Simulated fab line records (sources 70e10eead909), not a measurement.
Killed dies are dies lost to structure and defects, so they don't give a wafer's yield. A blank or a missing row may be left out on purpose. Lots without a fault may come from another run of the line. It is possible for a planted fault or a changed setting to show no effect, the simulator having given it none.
fab line records | flow nand_harc | part 1 of 2: steps 1 to 3 of 6
record: lots: 22 wafers: 66 last_day: 33
route steps=1302 shown A_CONTACT@1003
lots that met no fault: taken from a fault-free run of the same line
start_h: hours from the record's opening day to when the first of the lot's shown wafers began | wait_h: hours from the lot's prior step to this one | " repeats the value in the row above | L1.1+2: several wafers, shown together as one row | - either no value or no given start | * or withheld: withheld | < > ~ a bound
route shown NAME@n: NAME is a module with steps in the file, n the number in the route of the first one | usual: mean and standard deviation over wafers with no fault | same: alike in all rows | chamber/n: place in a boat | sites: the reading at each site | _std_site: how widely they spread, as a standard deviation | _edge_site: the outer-site mean with the inner-site mean subtracted | radius_mm: how far each site lies from the wafer's centre | mask NAME#n: copy n | behind: the last tool/chamber to shape the wafer | hold: why the lot went on hold/how many hours it stayed there/how the hold came to an end | device: names the non-switching transistor (n, p or np) | end of line: the tests these same wafers got at the end of their route | a step without rows: its recipe alone | killed: not the wafer's yield, but the dies lost to structure and defects at the first sort | map: per-die view of a wafer (x killed, . not killed, _ where there is no die)
set.NAME: the setting as run; set.NAME@STEP: as run at that earlier step | model.NAME: the simulator's own value behind a step, which no gauge read
route steps across a sampled set of lots; one table per step, one row per wafer
services: from which hour (start_h, from the record's first day; less than 0 if before it) a tool's chamber was out of use, for how many hours, and why
== steps ==
step: NHARC_A_CONTACT_ETCH_50
recipe: target_depth_a: 1210 time_s: 60.5 cf4_flow_sccm: 100 chf3_flow_sccm: 30 ar_flow_sccm: 0 rf_w: 500 bias_w: 200 chemistry: CF4/CHF3
usual: drypump_motor_current_A: 5.7/0.49 oes_product_au: 0.959/0.019 rf_vpp_V: 368.9/2.5 showerhead_plenum_p_Torr: 1.52/0.07 throttle_valve_pct: 16.802/0.0085
columns lot.wafer tool chamber start_h wait_h drypump_motor_current_A oes_product_au rf_hours_counter_h rf_vpp_V showerhead_plenum_p_Torr throttle_valve_pct
L074.3 rie_diel-12 3 - - 5.1 0.967 9 370.6 1.58 16.803
L074.6 " 3 " " 5.1 0.975 - 370.7 1.58 16.799
L074.5 " 0 " " 5.6 0.975 - 371.3 1.59 16.793
L075.1 rie_diel-12 3 - - 5.1 0.962 16 369.4 1.58 16.812
L075.2 " 1 " " 5.5 0.940 16 367.9 1.49 16.797
L075.5 " 3 " " 5.1 0.963 - 369.1 1.58 16.808
L076.3 rie_diel-12 1 - - 5.6 0.955 17 368.1 1.49 16.804
L076.1 " 2 " " 6.0 0.971 20 374.7 1.68 16.805
L076.6 " 2 " " 6.0 0.973 - 374.1 1.68 16.805
L079.3 rie_diel-12 2 - - 6.0 0.902 29 374.3 1.68 16.801
L079.2 " 3 " " 5.1 0.927 29 370.0 1.57 16.808
L079.5 " 1 " " 5.6 0.916 - 369.3 1.49 16.793
L077.1 rie_diel-13 1 - - 6.2 0.961 0 366.1 1.46 16.789
L077.6 " 0 " " 5.0 0.996 - 366.2 1.46 16.797
L077.5 " 1 " " 6.2 0.975 - 368.4 1.46 16.794
L078.2 rie_diel-12 3 - - 5.1 0.930 30 371.1 1.57 16.789
L078.4 " 0 " " 5.5 0.937 29 370.7 1.58 16.820
L078.5 " 3 " " 5.1 0.941 - 370.2 1.57 16.797
L080.4 rie_diel-13 2 - - 6.4 0.972 3 367.2 1.51 16.806
L080.6 " 3 " " 5.5 0.975 - 368.6 1.50 16.794
L080.5 " 0 " " 5.0 0.972 - 365.0 1.46 16.806
L082.4 rie_diel-13 2 - - 6.4 0.966 6 368.9 1.51 16.798
L082.6 " 0 " " 5.0 0.960 - 367.0 1.46 16.802
L082.5 " 1 " " 6.2 0.954 - 366.2 1.46 16.787
L081.2 rie_diel-13 0 - - 5.0 0.980 9 367.8 1.46 16.813
L081.3 " 1 " " 6.2 0.974 8 366.5 1.46 16.802
L081.1 " 3 " " 5.5 0.960 8 367.5 1.50 16.803
L083.3 rie_diel-13 1 - - 6.2 0.952 11 364.5 1.46 16.794
L083.6 " 0 " " 5.0 0.967 - 366.5 1.46 16.801
L083.5 " 2 " " 6.4 0.962 - 369.4 1.51 16.820
L084.2 rie_diel-13 1 - - 6.2 0.932 13 366.1 1.46 16.811
L084.3 " 2 " " 6.4 0.932 12 369.2 1.51 16.805
L084.6 " 3 " " 5.5 0.973 - 368.8 1.50 16.800
L085.4 rie_diel-13 2 - - 6.4 0.937 14 367.0 1.51 16.806
L085.1 " 0 " " 5.0 0.938 17 366.0 1.46 16.791
L085.6 " 3 " " 5.5 0.936 - 369.1 1.50 16.799
L086.1 rie_diel-02 2 - - 5.7 0.939 5 366.8 1.47 16.791
L086.2 " 3 " " 5.2 0.959 5 367.8 1.47 16.789
L086.6 " 2 " " 5.7 0.932 - 367.8 1.47 16.798
L087.1 rie_diel-02 0 - - 6.1 0.981 10 370.5 1.55 16.806
L087.4 " 2 " " 5.7 0.951 11 368.5 1.47 16.790
L087.3 " 3 " " 5.2 0.987 8 366.6 1.47 16.812
L088.4 rie_diel-13 0 - - 5.0 0.982 20 365.5 1.46 16.812
L088.2 " 1 " " 6.2 0.978 18 366.4 1.46 16.791
L088.1 " 2 " " 6.4 0.965 18 369.4 1.51 16.805
L091.1 rie_diel-13 3 - - 5.5 0.968 21 367.1 1.50 16.789
L091.4 " 0 " " 5.0 0.966 25 366.0 1.46 16.792
L091.6 " 2 " " 6.4 0.968 - 367.8 1.51 16.795
L090.3 rie_diel-13 0 - - 5.0 0.988 27 366.2 1.46 16.812
L090.6 " 0 " " 5.0 0.981 - 367.0 1.46 16.802
L090.5 " 1 " " 6.2 0.985 - 366.4 1.45 16.789
L093.1 rie_diel-13 3 - - 5.5 0.962 27 369.1 1.49 16.800
L093.4 " 1 " " 6.2 0.965 30 366.3 1.45 16.798
L093.5 " 2 " " 6.4 0.968 - 368.4 1.51 16.801
L094.1 rie_diel-12 3 - - 5.1 0.964 13 370.7 1.56 16.813
L094.3 " 1 " " 5.5 0.963 14 366.8 1.48 16.806
L094.5 " 0 " " 5.5 0.990 - 371.8 1.57 16.810
L096.4 rie_diel-13 2 - - 6.4 0.947 36 369.3 1.51 16.770
L096.1 " 3 " " 5.5 0.941 32 367.6 1.49 16.810
L096.5 " 2 " " 6.4 0.955 - 369.0 1.51 16.801
L095.4 rie_diel-12 2 - - 6.0 0.957 20 375.3 1.66 16.793
L095.2 " 3 " " 5.1 0.953 21 370.3 1.56 16.796
L095.5 " 1 " " 5.5 0.978 - 367.2 1.48 16.801
L097.3 rie_diel-13 3 - - 5.5 0.956 2 368.7 1.49 16.803
L097.2 " 1 " " 6.2 0.962 1 375.0 1.70 16.801
L097.6 " 0 " " 5.0 0.972 - 374.8 1.70 16.804
step: NHARC_A_CONTACT_ETCH_90
recipe: target_depth_a: 400 over_etch_frac: 0.5 time_s: 85.7 ion_energy_ev: 120 ch3f_flow_sccm: 50 o2_flow_sccm: 30 ar_flow_sccm: 200 rf_w: 500 bias_w: 100 chemistry: CH3F/O2
usual: drypump_motor_current_A: 5.7/0.51 oes_product_au: 0.95/0.039 rf_vpp_V: 243.1/1.7 showerhead_plenum_p_Torr: 2.37/0.098 throttle_valve_pct: 20.664/0.01
columns lot.wafer tool chamber start_h wait_h drypump_motor_current_A oes_product_au rf_hours_counter_h rf_vpp_V showerhead_plenum_p_Torr throttle_valve_pct
L074.3 rie_diel-13 3 481.79 0.7 5.5 1.00 24 241.2 2.34 20.651
L074.5 " 1 " " 6.2 1.00 - 242.2 2.28 20.667
L074.6 " 2 " " 6.4 0.99 - 243.0 2.37 20.669
L075.1 rie_diel-13 0 506.28 1.0 5.0 1.02 27 241.2 2.28 20.678
L075.2 " 1 " " 6.2 1.01 27 240.8 2.28 20.655
L075.5 " 0 " " 5.0 1.00 - 240.0 2.28 20.652
L076.3 rie_diel-13 2 507.83 0.7 6.4 1.00 21 244.9 2.37 20.670
L076.1 " 0 " " 5.0 1.01 27 241.8 2.28 20.659
L076.6 " 0 " " 5.0 1.02 - 241.8 2.28 20.672
L079.2 rie_diel-12 3 536.62 0.9 5.1 0.93 31 245.0 2.46 20.673
L079.3 " 2 " " 6.0 0.92 32 247.1 2.62 20.636
L079.5 " 0 " " 5.6 0.94 - 245.0 2.47 20.682
L077.1 rie_diel-13 0 537.18 0.8 5.0 0.95 1 242.2 2.28 20.654
L077.6 " 2 " " 6.4 0.92 - 243.1 2.36 20.646
L077.5 " 3 " " 5.5 0.94 - 242.3 2.34 20.662
L078.4 rie_diel-13 1 538.13 0.6 6.2 0.99 1 241.2 2.28 20.663
L078.2 " 2 " " 6.4 0.99 1 243.3 2.36 20.669
L078.5 " 2 " " 6.5 0.99 - 241.6 2.36 20.634
L080.4 rie_diel-02 0 554.37 0.7 6.1 0.92 51 245.0 2.43 20.663
L080.6 " 3 " " 5.2 0.95 - 241.3 2.30 20.667
L080.5 " 0 " " 6.1 0.93 - 243.2 2.43 20.665
L082.4 rie_diel-13 1 571.96 0.7 6.2 0.92 7 241.6 2.27 20.664
L082.5 " 2 " " 6.4 0.93 - 242.9 2.36 20.677
L082.6 " 3 " " 5.5 0.93 - 243.7 2.34 20.676
L081.2 rie_diel-13 0 578.57 1.5 5.0 0.93 11 241.0 2.28 20.666
L081.1 " 1 " " 6.2 0.90 10 240.9 2.27 20.677
L081.3 " 2 " " 6.4 0.92 9 241.3 2.36 20.669
L083.3 rie_diel-02 0 591.78 0.7 6.1 0.99 2 244.1 2.43 20.680
L083.5 " 3 " " 5.2 1.02 - 240.4 2.30 20.656
L083.6 " 0 " " 6.1 1.00 - 245.0 2.43 20.658
L084.2 rie_diel-13 1 592.84 0.9 6.2 0.92 14 242.2 2.27 20.668
L084.3 " 2 " " 6.4 0.92 13 242.6 2.36 20.673
L084.6 " 0 " " 5.0 0.93 - 241.9 2.28 20.677
L085.4 rie_diel-12 3 607.65 0.7 5.1 0.93 54 244.1 2.45 20.671
L085.1 " 0 " " 5.6 0.92 56 243.4 2.46 20.658
L085.6 " 1 " " 5.5 0.92 - 243.1 2.31 20.683
L086.2 rie_diel-13 3 612.80 0.9 5.5 1.00 14 243.9 2.34 20.663
L086.1 " 0 " " 5.0 1.00 18 241.0 2.28 20.653
L086.6 " 3 " " 5.5 1.01 - 242.4 2.34 20.672
L087.1 rie_diel-12 2 622.85 0.8 6.0 0.91 64 245.9 2.61 20.661
L087.4 " 3 " " 5.1 0.92 61 243.2 2.45 20.668
L087.3 " 0 " " 5.5 0.92 61 244.4 2.46 20.675
L088.4 rie_diel-13 3 624.09 0.7 5.5 0.92 17 243.9 2.34 20.663
L088.2 " 0 " " 5.0 0.93 22 241.2 2.27 20.658
L088.1 " 2 " " 6.4 0.92 20 242.8 2.36 20.657
L091.1 rie_diel-13 1 642.86 0.8 6.2 0.92 24 241.5 2.27 20.660
L091.4 " 2 " " 6.4 0.93 25 242.7 2.36 20.666
L091.6 " 3 " " 5.5 0.93 - 240.6 2.33 20.642
L090.3 rie_diel-02 1 651.05 0.8 6.0 1.02 26 244.7 2.45 20.656
L090.6 " 1 " " 6.0 1.00 - 244.0 2.45 20.652
L090.5 " 2 " " 5.7 1.00 - 241.8 2.29 20.674
L093.1 rie_diel-02 2 674.95 0.9 5.7 0.93 34 241.0 2.29 20.667
L093.4 " 0 " " 6.1 0.93 35 244.6 2.41 20.665
L093.5 " 2 " " 5.7 0.92 - 241.3 2.29 20.684
L094.1 rie_diel-12 2 681.95 0.8 6.0 0.90 14 245.6 2.60 20.660
L094.3 " 0 " " 5.6 0.95 16 242.4 2.45 20.670
L094.5 " 3 " " 5.1 0.91 - 244.2 2.44 20.664
L096.1 rie_diel-02 2 699.70 0.8 5.7 0.92 41 243.2 2.28 20.659
L096.4 " 3 " " 5.2 0.95 41 242.3 2.28 20.661
L096.5 " 1 " " 6.0 0.93 - 245.2 2.45 20.657
L095.2 rie_diel-12 3 699.81 0.9 5.1 0.90 23 243.9 2.44 20.688
L095.4 " 0 " " 5.6 0.93 23 244.1 2.45 20.669
L095.5 " 2 " " 6.0 0.91 - 246.5 2.60 20.670
L097.3 rie_diel-13 3 718.71 0.6 5.5 0.92 3 242.5 2.33 20.659
L097.2 " 2 " " 6.4 0.94 2 242.4 2.35 20.656
L097.6 " 3 " " 5.5 0.92 - 242.1 2.33 20.670
step: NHARC_A_CONTACT_ETCH_96
recipe: target_depth_a: 200 over_etch_frac: 0.5 time_s: 10 ion_energy_ev: 250 c4f6_flow_sccm: 25 o2_flow_sccm: 20 ar_flow_sccm: 500 rf_w: 600 bias_w: 500 chemistry: C4F6/O2
usual: drypump_motor_current_A: 5.8/0.5 oes_product_au: 0.971/0.028 rf_vpp_V: 544/3 showerhead_plenum_p_Torr: 3.78/0.14 throttle_valve_pct: 26.904/0.0092
columns lot.wafer tool chamber start_h wait_h drypump_motor_current_A oes_product_au rf_hours_counter_h rf_vpp_V showerhead_plenum_p_Torr throttle_valve_pct
L074.3 rie_diel-13 2 - - 6.4 0.998 19 544 3.79 26.906
L074.5 " 0 " " 5.1 1.026 - 541 3.66 26.913
L074.6 " 1 " " 6.2 1.005 - 542 3.65 26.901
L075.1 rie_diel-13 2 506.45 0.1 6.4 0.997 21 543 3.78 26.906
L075.2 " 0 " " 5.0 0.999 27 541 3.66 26.902
L075.5 " 2 " " 6.4 0.988 - 544 3.78 26.894
L076.1 rie_diel-13 2 508.00 0.1 6.5 1.006 21 543 3.78 26.913
L076.3 " 0 " " 5.0 1.017 27 541 3.66 26.918
L076.6 " 0 " " 5.0 1.009 - 542 3.66 26.883
L079.3 rie_diel-12 0 - - 5.6 0.962 30 548 3.94 26.894
L079.2 " 2 " " 6.0 0.936 32 551 4.17 26.917
L079.5 " 3 " " 5.1 0.959 - 548 3.92 26.896
L077.1 rie_diel-13 0 - - 5.0 0.933 1 541 3.66 26.898
L077.6 " 1 " " 6.2 0.930 - 541 3.65 26.901
L077.5 " 2 " " 6.4 0.948 - 544 3.78 26.890
L078.4 rie_diel-13 3 - - 5.5 0.992 1 544 3.75 26.897
L078.2 " 0 " " 5.0 1.006 1 540 3.66 26.907
L078.5 " 2 " " 6.4 0.997 - 544 3.78 26.893
L080.4 rie_diel-02 1 - - 6.0 0.957 52 547 3.93 26.902
L080.5 " 2 " " 5.7 0.963 - 542 3.69 26.896
L080.6 " 3 " " 5.2 0.977 - 540 3.68 26.915
L082.4 rie_diel-13 2 - - 6.4 0.941 7 544 3.78 26.892
L082.6 " 3 " " 5.5 0.952 - 541 3.74 26.907
L082.5 " 0 " " 5.0 0.938 - 543 3.65 26.906
L081.2 rie_diel-13 0 578.73 0.1 5.0 0.944 11 541 3.65 26.909
L081.3 " 1 " " 6.2 0.939 10 540 3.65 26.919
L081.1 " 2 " " 6.4 0.946 9 545 3.78 26.900
L083.3 rie_diel-02 2 - - 5.7 0.997 2 541 3.68 26.917
L083.6 " 0 " " 6.1 0.996 - 545 3.88 26.910
L083.5 " 1 " " 6.1 1.012 - 546 3.93 26.905
L084.2 rie_diel-13 3 - - 5.5 0.954 11 542 3.74 26.911
L084.3 " 1 " " 6.2 0.933 14 543 3.64 26.911
L084.6 " 2 " " 6.5 0.946 - 544 3.77 26.898
L085.1 rie_diel-12 0 - - 5.6 0.960 56 548 3.92 26.896
L085.4 " 1 " " 5.5 0.970 57 541 3.70 26.909
L085.6 " 1 " " 5.6 0.959 - 541 3.70 26.910
L086.1 rie_diel-13 3 612.95 0.1 5.6 0.998 14 543 3.74 26.907
L086.2 " 0 " " 5.0 1.011 19 541 3.65 26.905
L086.6 " 2 " " 6.4 0.983 - 544 3.77 26.901
L087.3 rie_diel-12 3 - - 5.1 0.975 61 547 3.91 26.890
L087.4 " 0 " " 5.6 0.951 61 548 3.92 26.904
L087.1 " 1 " " 5.6 0.964 62 542 3.70 26.924
L088.1 rie_diel-13 2 - - 6.4 0.934 20 543 3.77 26.891
L088.2 " 0 " " 5.0 0.960 22 542 3.65 26.902
L088.4 " 1 " " 6.2 0.942 20 541 3.64 26.904
L091.1 rie_diel-13 0 - - 5.0 0.964 26 540 3.64 26.906
L091.4 " 1 " " 6.2 0.957 24 542 3.64 26.900
L091.6 " 3 " " 5.5 0.978 - 544 3.74 26.894
L090.3 rie_diel-02 3 - - 5.3 1.024 25 542 3.67 26.903
L090.6 " 3 " " 5.3 1.023 - 541 3.67 26.900
L090.5 " 0 " " 6.1 0.996 - 545 3.86 26.896
L093.1 rie_diel-02 0 - - 6.1 0.929 35 545 3.86 26.923
L093.4 " 3 " " 5.3 0.964 35 541 3.66 26.904
L093.5 " 0 " " 6.1 0.933 - 546 3.86 26.903
L094.1 rie_diel-12 3 - - 5.1 0.970 14 549 3.90 26.913
L094.3 " 1 " " 5.5 0.944 16 543 3.69 26.909
L094.5 " 3 " " 5.1 0.962 - 546 3.90 26.900
L096.1 rie_diel-02 0 - - 6.1 0.942 42 544 3.85 26.899
L096.4 " 1 " " 6.0 0.949 42 546 3.90 26.906
L096.5 " 3 " " 5.2 0.964 - 543 3.66 26.898
L095.4 rie_diel-12 0 - - 5.6 0.950 23 549 3.91 26.898
L095.2 " 2 " " 6.0 0.945 23 552 4.13 26.914
L095.5 " 1 " " 5.6 0.935 - 541 3.68 26.896
L097.3 rie_diel-13 3 - - 5.5 0.949 3 544 3.73 26.906
L097.2 " 2 " " 6.4 0.962 2 543 3.76 26.913
L097.6 " 3 " " 5.5 0.964 - 542 3.73 26.898
